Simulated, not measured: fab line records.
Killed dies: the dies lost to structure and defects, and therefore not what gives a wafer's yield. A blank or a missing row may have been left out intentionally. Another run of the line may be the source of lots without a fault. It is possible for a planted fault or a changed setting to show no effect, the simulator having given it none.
Code-filled problem report in 8D (eight disciplines) form    flow n5 finfet    the parts of the form that need people (team, actions taken, sign-off) are left out

## 1. WHAT WENT WRONG
Mean of rf fwd power W at N5_BEOL_M4_ETCH_70: 1038.5 W across 6 wafers in 2 lots; on wafers with no fault it is 835.5 W (standard deviation 2.6). That puts it +78 standard deviations away from the usual mean.
The step: etches SOC in N2/H2, target depth 80 nm, overetch 24 nm, time 130 s.
The first sign was on wafer L926.3 at day 11 08:22, on rie diel-04. Wafers with a number at this step in the record: 18, from 6 lots. Rule for "out", or "out of limits": more than 4 standard deviations from the usual mean. Any other wafer with a number is counted as sound.

## 2. WHAT IT IS, WHAT IT ISN'T
question                     is                        is not
which readings at this step  rf fwd power W, rf vpp V  drypump motor current A, oes product au, showerhead plenum p Torr, throttle valve pct
which lots                   L926, L929                L927, L941, L943, L945
which wafers of those lots   all that have a number    -
read on which tools          rie diel-04               rie diel-02, rie diel-05
when                         from day 11 08:22         up to then (0 sound wafers); but 12 sound wafers of L927, L941, L943, L945 came after

## 3. WHAT RULES OUT EACH SUSPECT
Counting: a tool at any process step up to the reading remains a suspect when it ran all the lots that are out and ran no sound lot after the first of those.
- rie diel-04 at N5_BEOL_M4_DESCUM_33 (chemistry O2, time 7 s): ruled out as a lasting fault. The sound lots L943 went through it after L926, its earliest lot that is out (day 10 05:26).
- rie diel-04 at N5_BEOL_M4_ETCH_77 (etches underlayer in N2/H2, target depth 6.5 nm, time 5.2 s): ruled out as a lasting fault. The sound lots L943 went through it after L926, its earliest lot that is out (day 10 05:28).
- rie diel-04 at N5_BEOL_M4_ETCH_69 (etches SiARC in CF4, target depth 15.6 nm, time 26 s): ruled out as a lasting fault. The sound lots L943 went through it after L926, its earliest lot that is out (day 10 05:29).
- rie diel-04 at N5_BEOL_M4_ETCHBACK_99 (etches SiO2 in CHF3, target depth 5 nm, time 10.4 s): ruled out as a lasting fault. The sound lots L943 went through it after L926, its earliest lot that is out (day 11 08:20).
- rie diel-04 at N5_BEOL_M4_ETCH_70 (etches SOC in N2/H2, target depth 80 nm, overetch 24 nm, time 130 s): ruled out as a lasting fault. The sound lots L943 went through it after L926, its earliest lot that is out (day 11 08:22).
Left after counting: nothing in the record.

## 4. THE CAUSE (what the simulator had put in)
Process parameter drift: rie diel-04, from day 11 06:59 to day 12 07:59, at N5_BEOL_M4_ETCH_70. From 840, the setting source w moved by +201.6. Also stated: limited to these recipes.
Counting ruled it out, wrongly.

## 5. SEQUENCE OF EFFECTS, ordered by route
Each row: a reading where the mean over the struck wafers with a number is more than 3 standard deviations away from the usual. Readings are gone through only where the record gives a usual standard deviation; hours: the median, over the lots, of the time from a lot's start at the first step in this table giving one to that lot's start at this step; sigmas: the change measured in usual standard deviations.
hours  step                reading         usual    on struck wafers  change  sigmas
0      N5_BEOL_M4_ETCH_70  rf fwd power W  835.5 W  1038.5            +203.0  +78
0      N5_BEOL_M4_ETCH_70  rf vpp V        524.1 V  489.0             -35.1   -23
Process steps it contains:
- N5_BEOL_M4_ETCH_70: etches SOC in N2/H2, target depth 80 nm, overetch 24 nm, time 130 s.
Later measuring or inspecting steps at which every struck wafer that the step has a row for has a number for every such reading, and none has moved that far: N5_BEOL_M4_RC_MEAS_101.

## 6. HOW IT WOULD HAVE BEEN CAUGHT EARLIER
In this record the first reading out of limits was taken at day 11 08:22, 1 hour after the fault began at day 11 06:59.
